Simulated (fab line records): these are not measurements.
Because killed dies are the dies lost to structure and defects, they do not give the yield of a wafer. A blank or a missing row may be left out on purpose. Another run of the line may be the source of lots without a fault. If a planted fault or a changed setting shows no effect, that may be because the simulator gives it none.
Chamber matching -- flow n5_finfet -- N5_BEOL_M7_DEP_56 on pecvd-01: 3 sister chambers
The step deposits SiCN from 3MS/NH3, target thk 10 nm, time 17.5 s. 27 wafers are shown with their chamber, then 12 later ones without.

WAFERS WITH THEIR CHAMBER
wafer,chamber,showerhead_plenum_p_Torr (Torr),throttle_valve_pct (%),showerhead_vpp_V (V)
L074.1,2,3.680,8.7,907
L074.3,1,3.652,8.9,891
L074.6,2,3.665,8.9,900
L075.1,2,3.674,8.7,913
L075.4,1,3.648,9.0,899
L075.5,0,3.659,9.7,903
L076.2,0,3.662,9.4,899
L076.3,1,3.651,9.1,898
L076.6,1,3.647,9.0,889
L077.1,0,3.664,9.0,902
L077.2,2,3.673,8.6,884
L077.4,2,3.668,8.8,902
L082.2,2,3.664,8.9,919
L082.3,0,3.661,9.5,890
L082.6,2,3.669,8.8,900
L084.1,1,3.645,8.9,892
L084.2,0,3.652,9.3,900
L084.5,0,3.669,9.3,910
L085.2,0,3.661,9.5,914
L085.5,1,3.649,9.0,906
L085.6,2,3.666,8.6,902
L086.1,2,3.677,8.8,886
L086.2,0,3.664,9.7,885
L086.5,0,3.661,9.2,905
L087.2,2,3.679,8.8,910
L087.4,2,3.684,8.9,903
L087.6,1,3.655,8.9,891

SIGNATURES (averages over the wafers above)
reading,chamber 0,chamber 1,chamber 2,scatter within a chamber
showerhead_plenum_p_Torr,3.66144,3.64957,3.67264,0.00536
throttle_valve_pct,9.400,8.971,8.773,0.155
showerhead_vpp_V,900.89,895.14,902.36,9.04
Rule: a wafer's distance from a chamber is the root of the sum, over the readings, of the square of ((its reading less the chamber's mean) divided by the reading's scatter). The wafer belongs to the nearest chamber; if the next one is less than 2 further off, it can't be placed. The scatter is the square root of a quotient: the sum, over the shown wafers, of each reading's squared deviation from its chamber's mean, divided by wafers minus chambers.

WAFERS WHOSE CHAMBER IS MISSING
wafer,showerhead_plenum_p_Torr (Torr),throttle_valve_pct (%),showerhead_vpp_V (V)
L088.1,3.662,9.4,893
L088.5,3.654,9.4,906
L088.6,3.633,9.1,902
L091.4,3.665,9.5,901
L091.5,3.682,8.7,913
L091.6,3.643,9.1,904
L093.1,3.636,9.1,897
L093.3,3.655,9.2,904
L093.4,3.657,9.5,906
L094.1,3.664,9.4,884
L094.3,3.639,9.1,882
L094.6,3.684,8.8,889

WHICH CHAMBER EACH ONE RAN IN
wafer,from the rows above,in truth
L088.1,0,0
L088.5,can't be placed: 0 or 1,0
L088.6,1,1
L091.4,0,0
L091.5,2,2
L091.6,1,1
L093.1,1,1
L093.3,can't be placed: 0 or 1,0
L093.4,0,0
L094.1,0,0
L094.3,1,1
L094.6,2,2
10 of 12 placed correctly. Not placeable from these rows: 2 (in 2, the candidates include the true chamber). 0 placed wrongly.
